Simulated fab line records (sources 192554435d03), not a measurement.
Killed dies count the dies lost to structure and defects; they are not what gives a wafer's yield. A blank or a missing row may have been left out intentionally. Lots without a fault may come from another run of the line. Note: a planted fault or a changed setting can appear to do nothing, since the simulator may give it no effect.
fab line records + flow n5Finfet + part 2 of 2: steps 20 to 28 of 28
record:
- lots: 5
- wafers: 15
- lastDay: 18
route steps=1938 shown MOL_CONTACT_COAG@608 BEOL_M0_SAQP@632
lots that met no fault: taken from a fault-free run of the same line
startH: the number of hours between the record's first day and the start of the first shown wafer of the lot + waitH: how many hours have passed since the lot's step before this one + " identical to the entry in the row above + L1.1+2: a row that stands for several wafers + - no value, or no start given + * or withheld: withheld + < > ~ a bound
route shown NAME@n: NAME is a module with steps in the file, n the number in the route of the first one + usual: mean/standard deviation taken from wafers without a fault + same: alike in all rows + chamber/n: place in a boat + sites: per-site readings + _std_site: standard deviation of those values + _edge_site: the outer-site mean with the inner-site mean subtracted + radiusMm: for every site, how far away it sits from the centre of the wafer + mask NAME#n: copy n + behind: the most recent tool/chamber to have shaped the wafer + hold: what put the lot on hold/how long, in hours/how the hold closed + device: whichever transistor did not switch (one of n, p or np) + end of line: tests run on the same wafers once the route is complete + a step with no rows: only its recipe + killed: dies lost to structure and defects at the first sort, not the wafer's yield + map: dies across one wafer; x = killed, . = not, _ = none there
set.NAME: setting as actually run; set.NAME@STEP: the setting as run at that earlier step + model.NAME: the simulator's own value behind a step, which no gauge read
lots at selected steps of the route; one table per step, one row per wafer
services: the hour from which a tool's chamber was out of use, counted from the record's first day as startH (under 0 if before that day), plus the number of hours and why
== steps ==
step: N5_MOL_CONTACT_COAG_CMP_52
recipe:
- stopOn: SiO2
- tOverpolishS: 1.5
- postCmpClean: wDiluteNh4oh
- downForcePsi: 4
- platenRpm: 50.289
- padVelocityMS: 1.0006
- targetThkNm: 66.5
usual:
- motorCurrentA: 12.4/1.1
- overpolishRunS: 1.499/0.009
- padLifeWafers: 1112/560
- timeToEndpointS: 13/3.1
| lot.wafer | tool   | chamber | startH | waitH | motorCurrentA | overpolishRunS | padLifeWafers | timeToEndpointS |
|-----------|--------|---------|--------|-------|---------------|----------------|---------------|-----------------|
| L075.2    | cmp-03 | 2       | 114.77 | 0.1   | 12.3          | 1.512          | 493           | 10              |
| L075.3    | "      | 0       | "      | "     | 13.7          | 1.496          | 495           | 11              |
| L075.6    | "      | 1       | "      | "     | 12.1          | 1.496          | -             | 14              |
| L082.4    | cmp-03 | 1       | 150.93 | 0.1   | 12.7          | 1.504          | 811           | 15              |
| L082.1    | "      | 3       | "      | "     | 11.2          | 1.487          | 813           | 11              |
| L082.5    | "      | 1       | "      | "     | 12.1          | 1.473          | -             | 12              |
| L086.3    | cmp-02 | 2       | 176.00 | 0.1   | 14.1          | 1.504          | 1375          | 16              |
| L086.4    | "      | 0       | "      | "     | 14.5          | 1.494          | 1377          | 12              |
| L086.6    | "      | 2       | "      | "     | 14.7          | 1.509          | -             | 14              |
| L091.3    | cmp-01 | 3       | 206.87 | 0.1   | 10.3          | 1.513          | 49            | 15              |
| L091.2    | "      | 0       | "      | "     | 13.0          | 1.510          | 50            | 16              |
| L091.1    | "      | 1       | "      | "     | 11.0          | 1.496          | 51            | 14              |
| L097.3    | cmp-02 | 0       | 240.36 | 0.0   | 14.2          | 1.499          | 1962          | 13              |
| L097.2    | "      | 1       | "      | "     | 11.7          | 1.504          | 1963          | 19              |
| L097.5    | "      | 1       | "      | "     | 12.2          | 1.511          | -             | 17              |
step: N5_MOL_CONTACT_COAG_THK_MEAS_53
recipe:
- reads: SiO2_of_MOL_CONTACT_COAG_PECVD_31
usual:
- VIA_MOL_THK: 44.0/0.57
| lot.wafer | tool         | chamber | startH | waitH | VIA_MOL_THK[nm] |
|-----------|--------------|---------|--------|-------|-----------------|
| L075.2    | filmMetro-02 | -       | 115.03 | -     | 43.7            |
| L075.3    | "            | -       | "      | "     | 44.1            |
| L075.6    | "            | -       | "      | "     | 44.2            |
| L082.1    | filmMetro-01 | -       | 151.18 | -     | 43.8            |
| L082.4    | "            | -       | "      | "     | 44.7            |
| L082.5    | "            | -       | "      | "     | 45.0            |
| L086.3    | filmMetro-02 | -       | 176.26 | -     | 43.1            |
| L086.4    | "            | -       | "      | "     | 44.1            |
| L086.6    | "            | -       | "      | "     | 44.0            |
| L091.1    | filmMetro-02 | -       | 207.13 | -     | 43.8            |
| L091.2    | "            | -       | "      | "     | 43.3            |
| L091.3    | "            | -       | "      | "     | 42.7            |
| L097.2    | filmMetro-01 | -       | 240.65 | -     | 43.9            |
| L097.3    | "            | -       | "      | "     | 43.9            |
| L097.5    | "            | -       | "      | "     | 45.3            |
step: N5_MOL_CONTACT_COAG_ANNEAL_112
recipe:
- tempC: 400
- timeS: 1800
- ambient: HPD2
- pressureAtm: 10
usual:
- wafer_temp_C_max: 401.9/0.39
- zonePowerBottomPct: 13.40/0.13
| lot.wafer | tool        | chamber | startH | waitH | wafer_temp_C_max | zonePowerBottomPct |
|-----------|-------------|---------|--------|-------|------------------|--------------------|
| L075.2    | hpAnneal-01 | 0       | 115.05 | 0.0   | 401.9            | 13.38              |
| L075.3    | "           | 0       | "      | "     | 401.6            | 13.18              |
| L075.6    | "           | 0       | "      | "     | 402.0            | 13.33              |
| L082.1    | hpAnneal-01 | 0       | 151.21 | 0.0   | 401.7            | 13.07              |
| L082.4    | "           | 0       | "      | "     | 401.4            | 13.39              |
| L082.5    | "           | 0       | "      | "     | 402.0            | 13.48              |
| L086.3    | hpAnneal-01 | 0       | 176.28 | 0.0   | 401.7            | 13.23              |
| L086.4    | "           | 0       | "      | "     | 402.0            | 13.48              |
| L086.6    | "           | 0       | "      | "     | 402.1            | 13.32              |
| L091.1    | hpAnneal-01 | 0       | 207.16 | 0.0   | 402.5            | 13.11              |
| L091.2    | "           | 0       | "      | "     | 401.2            | 13.38              |
| L091.3    | "           | 0       | "      | "     | 402.1            | 13.43              |
| L097.2    | hpAnneal-01 | 0       | 240.68 | 0.0   | 401.8            | 13.37              |
| L097.3    | "           | 0       | "      | "     | 401.6            | 13.34              |
| L097.5    | "           | 0       | "      | "     | 401.8            | 13.29              |
step: N5_MOL_CONTACT_COAG_INSPECT_97
recipe:
- inspectInstrument: darkfield
- mode: postAnneal
usual:
- rawDefectCount: 40/17
| lot.wafer | tool             | chamber | startH | waitH | rawDefectCount |
|-----------|------------------|---------|--------|-------|----------------|
| L075.2    | defectInspect-02 | -       | 118.10 | 0.0   | 24             |
| L075.3    | "                | -       | "      | "     | 33             |
| L075.6    | "                | -       | "      | "     | 35             |
| L082.1    | defectInspect-02 | -       | 154.24 | 0.0   | 18             |
| L082.4    | "                | -       | "      | "     | 20             |
| L082.5    | "                | -       | "      | "     | 17             |
| L086.3    | defectInspect-02 | -       | 179.36 | 0.1   | 36             |
| L086.4    | "                | -       | "      | "     | 24             |
| L086.6    | "                | -       | "      | "     | 42             |
| L091.1    | defectInspect-02 | -       | 210.18 | 0.0   | 54             |
| L091.2    | "                | -       | "      | "     | 46             |
| L091.3    | "                | -       | "      | "     | 43             |
| L097.2    | defectInspect-01 | -       | 243.72 | 0.0   | 31             |
| L097.3    | "                | -       | "      | "     | 27             |
| L097.5    | "                | -       | "      | "     | 55             |
step: N5_BEOL_M0_SAQP_PECVD_00
recipe:
- material: SiCN
- targetThkA: 80
- tempC: withheld
- precursor: 3MS/NH3
- pressureTorr: 3
- rfW: 202
- timeS: 14
usual:
- showerheadPlenumPTorr: 3.664/0.013
- throttleValvePct: 9.0/0.4
| lot.wafer | tool     | chamber | startH | waitH | showerheadPlenumPTorr | throttleValvePct |
|-----------|----------|---------|--------|-------|-----------------------|------------------|
| L075.2    | pecvd-02 | 1       | 118.41 | 0.2   | 3.677                 | 9.0              |
| L075.3    | "        | 2       | "      | "     | 3.671                 | 8.7              |
| L075.6    | "        | 0       | "      | "     | 3.669                 | 9.2              |
| L082.1    | pecvd-01 | 0       | 154.58 | 0.2   | 3.667                 | 9.3              |
| L082.4    | "        | 0       | "      | "     | 3.662                 | 9.4              |
| L082.5    | "        | 2       | "      | "     | 3.678                 | 8.9              |
| L086.3    | pecvd-03 | 1       | 179.65 | 0.1   | 3.667                 | 8.9              |
| L086.4    | "        | 0       | "      | "     | 3.653                 | 9.3              |
| L086.6    | "        | 2       | "      | "     | 3.678                 | 8.5              |
| L091.1    | pecvd-03 | 2       | 210.51 | 0.2   | 3.677                 | 8.4              |
| L091.2    | "        | 1       | "      | "     | 3.679                 | 8.9              |
| L091.3    | "        | 0       | "      | "     | 3.648                 | 9.4              |
| L097.2    | pecvd-01 | 0       | 244.04 | 0.2   | 3.656                 | 9.3              |
| L097.3    | "        | 2       | "      | "     | 3.674                 | 8.8              |
| L097.5    | "        | 2       | "      | "     | 3.679                 | 8.9              |
step: N5_BEOL_M0_SAQP_ILD_DEP_01
recipe:
- material: SiOC
- targetThkA: 454.19
- tempC: 350
- precursor: DEMS/O2
- pressureTorr: 5
- rfW: 500
- timeS: 8.7
usual:
- heaterPowerW: 497/89
- showerheadPlenumPTorr: 5.694/0.015
- throttleValvePct: 11.8/0.5
| lot.wafer | tool     | chamber | startH | waitH | heaterPowerW | showerheadPlenumPTorr | throttleValvePct |
|-----------|----------|---------|--------|-------|--------------|-----------------------|------------------|
| L075.2    | pecvd-02 | 1       | 118.43 | 0.0   | 564          | 5.709                 | 12.0             |
| L075.3    | "        | 2       | "      | "     | 629          | 5.698                 | 11.2             |
| L075.6    | "        | 0       | "      | "     | 479          | 5.707                 | 12.1             |
| L082.1    | pecvd-01 | 0       | 154.60 | 0.0   | 497          | 5.702                 | 12.3             |
| L082.4    | "        | 0       | "      | "     | 497          | 5.691                 | 12.4             |
| L082.5    | "        | 2       | "      | "     | 535          | 5.695                 | 11.4             |
| L086.3    | pecvd-03 | 1       | 179.68 | 0.0   | 446          | 5.708                 | 12.0             |
| L086.4    | "        | 0       | "      | "     | 311          | 5.683                 | 12.5             |
| L086.6    | "        | 2       | "      | "     | 604          | 5.715                 | 10.8             |
| L091.1    | pecvd-03 | 2       | 210.54 | 0.0   | 536          | 5.738                 | 11.0             |
| L091.2    | "        | 1       | "      | "     | 449          | 5.713                 | 12.0             |
| L091.3    | "        | 0       | "      | "     | 325          | 5.686                 | 12.5             |
| L097.2    | pecvd-01 | 0       | 244.06 | 0.0   | 421          | 5.688                 | 12.2             |
| L097.3    | "        | 2       | "      | "     | 588          | 5.690                 | 11.5             |
| L097.5    | "        | 2       | "      | "     | 599          | 5.721                 | 11.5             |
step: N5_BEOL_M0_SAQP_HM_DEP_02
recipe:
- material: TiN
- targetThkA: 120
- tempC: 25
- chamberPressurePa: 0.49996
usual:
- throttleValvePct: 30.0/1.4
| lot.wafer | tool          | chamber | startH | waitH | throttleValvePct |
|-----------|---------------|---------|--------|-------|------------------|
| L075.2    | pvdSputter-02 | -       | 119.18 | 0.7   | 29.2             |
| L075.3    | "             | -       | "      | "     | 31.2             |
| L075.6    | "             | -       | "      | "     | 28.4             |
| L082.1    | pvdSputter-01 | -       | 155.06 | 0.4   | 30.3             |
| L082.4    | "             | -       | "      | "     | 29.3             |
| L082.5    | "             | -       | "      | "     | 30.7             |
| L086.3    | pvdSputter-02 | -       | 180.27 | 0.6   | 29.0             |
| L086.4    | "             | -       | "      | "     | 31.0             |
| L086.6    | "             | -       | "      | "     | 32.4             |
| L091.1    | pvdSputter-03 | -       | 211.50 | 0.9   | 30.9             |
| L091.2    | "             | -       | "      | "     | 31.3             |
| L091.3    | "             | -       | "      | "     | 28.6             |
| L097.2    | pvdSputter-03 | -       | 245.89 | 1.8   | 27.7             |
| L097.3    | "             | -       | "      | "     | 28.4             |
| L097.5    | "             | -       | "      | "     | 31.0             |
step: N5_BEOL_M0_SAQP_PECVD_03
recipe:
- material: SiCN
- targetThkA: 120
- tempC: withheld
- precursor: 3MS/NH3
- pressureTorr: 3
- rfW: 202
- timeS: 21.1
usual:
- showerheadPlenumPTorr: 3.667/0.012
- throttleValvePct: 8.9/0.4
| lot.wafer | tool     | chamber | startH | waitH | showerheadPlenumPTorr | throttleValvePct |
|-----------|----------|---------|--------|-------|-----------------------|------------------|
| L075.2    | pecvd-03 | 0       | 119.30 | 0.1   | 3.655                 | 9.6              |
| L075.3    | "        | 2       | "      | "     | 3.684                 | 8.3              |
| L075.6    | "        | 2       | "      | "     | 3.688                 | 8.0              |
| L082.1    | pecvd-02 | 0       | 155.18 | 0.1   | 3.669                 | 9.4              |
| L082.4    | "        | 1       | "      | "     | 3.678                 | 9.1              |
| L082.5    | "        | 2       | "      | "     | 3.659                 | 8.6              |
| L086.3    | pecvd-02 | 1       | 180.40 | 0.1   | 3.668                 | 9.2              |
| L086.4    | "        | 2       | "      | "     | 3.656                 | 8.5              |
| L086.6    | "        | 2       | "      | "     | 3.658                 | 8.4              |
| L091.1    | pecvd-03 | 1       | 211.62 | 0.1   | 3.670                 | 9.0              |
| L091.2    | "        | 2       | "      | "     | 3.679                 | 8.2              |
| L091.3    | "        | 0       | "      | "     | 3.666                 | 9.3              |
| L097.2    | pecvd-02 | 0       | 246.02 | 0.1   | 3.667                 | 9.3              |
| L097.3    | "        | 2       | "      | "     | 3.660                 | 8.7              |
| L097.5    | "        | 2       | "      | "     | 3.663                 | 8.8              |
step: N5_BEOL_M0_SAQP_PECVD_96
recipe:
- material: a-Si
- targetThkA: 450
- tempC: 350
- precursor: SiH4/He
- pressureTorr: 3
- rfW: 100
- timeS: 45.2
usual:
- heaterPowerW: 653/90
- showerheadPlenumPTorr: 5.68/0.043
- throttleValvePct: 18.0/0.79
| lot.wafer | tool     | chamber | startH | waitH | heaterPowerW | showerheadPlenumPTorr | throttleValvePct |
|-----------|----------|---------|--------|-------|--------------|-----------------------|------------------|
| L075.2    | pecvd-03 | 0       | 119.33 | 0.0   | 506          | 5.65                  | 19.3             |
| L075.3    | "        | 2       | "      | "     | 689          | 5.72                  | 16.3             |
| L075.6    | "        | 2       | "      | "     | 714          | 5.73                  | 16.6             |
| L082.1    | pecvd-02 | 0       | 155.21 | 0.0   | 596          | 5.69                  | 18.3             |
| L082.4    | "        | 1       | "      | "     | 775          | 5.74                  | 18.3             |
| L082.5    | "        | 2       | "      | "     | 710          | 5.66                  | 17.0             |
| L086.3    | pecvd-02 | 1       | 180.46 | 0.0   | 727          | 5.74                  | 18.4             |
| L086.4    | "        | 2       | "      | "     | 768          | 5.63                  | 17.1             |
| L086.6    | "        | 2       | "      | "     | 781          | 5.65                  | 17.1             |
| L091.1    | pecvd-03 | 1       | 211.65 | 0.0   | 633          | 5.67                  | 18.4             |
| L091.2    | "        | 2       | "      | "     | 645          | 5.74                  | 16.7             |
| L091.3    | "        | 0       | "      | "     | 503          | 5.64                  | 19.3             |
| L097.2    | pecvd-02 | 0       | 246.05 | 0.0   | 636          | 5.69                  | 18.8             |
| L097.3    | "        | 2       | "      | "     | 767          | 5.65                  | 17.2             |
| L097.5    | "        | 2       | "      | "     | 767          | 5.66                  | 17.1             |
== services ==
| tool          | chamber | startH | hours | kind   |
|---------------|---------|--------|-------|--------|
| aldSin-01     | -       | 93.35  | 1.7   | repair |
| cvdW-01       | -       | 94.21  | 2.8   | pm     |
| cmp-02        | -       | 95.36  | 3.7   | pm     |
| pecvd-03      | -       | 97.71  | 5.5   | pm     |
| pvdSputter-03 | -       | 134.43 | 3.8   | repair |
| pvdSputter-02 | -       | 138.49 | 1.9   | repair |
| wetBench-04   | -       | 144.02 | 0.9   | repair |
| pecvd-02      | -       | 149.20 | 1.5   | repair |
| cmp-02        | -       | 149.95 | 1.8   | repair |
| pvdSputter-03 | -       | 149.97 | 2.2   | repair |
| cmp-02        | -       | 158.13 | 5.8   | repair |
| pecvd-02      | 0       | 162.79 | 21.3  | repair |
| cvdW-02       | -       | 166.84 | 4.3   | pm     |
| pecvd-02      | -       | 174.89 | 0.7   | repair |
| aldSin-04     | -       | 176.75 | 14.0  | pm     |
| pecvd-01      | -       | 178.63 | 6.0   | pm     |
| pecvd-02      | -       | 185.19 | 4.3   | pm     |
| cmp-03        | -       | 196.14 | 5.3   | pm     |
| aldSin-01     | 1       | 204.48 | 3.9   | repair |
| pecvd-01      | 2       | 207.56 | 17.3  | repair |
| wetBench-04   | -       | 208.38 | 4.0   | repair |
| pecvd-03      | -       | 212.33 | 5.2   | repair |
| aldSin-04     | 3       | 217.49 | 9.3   | repair |
| rieDiel-05    | 1       | 221.26 | 6.6   | repair |
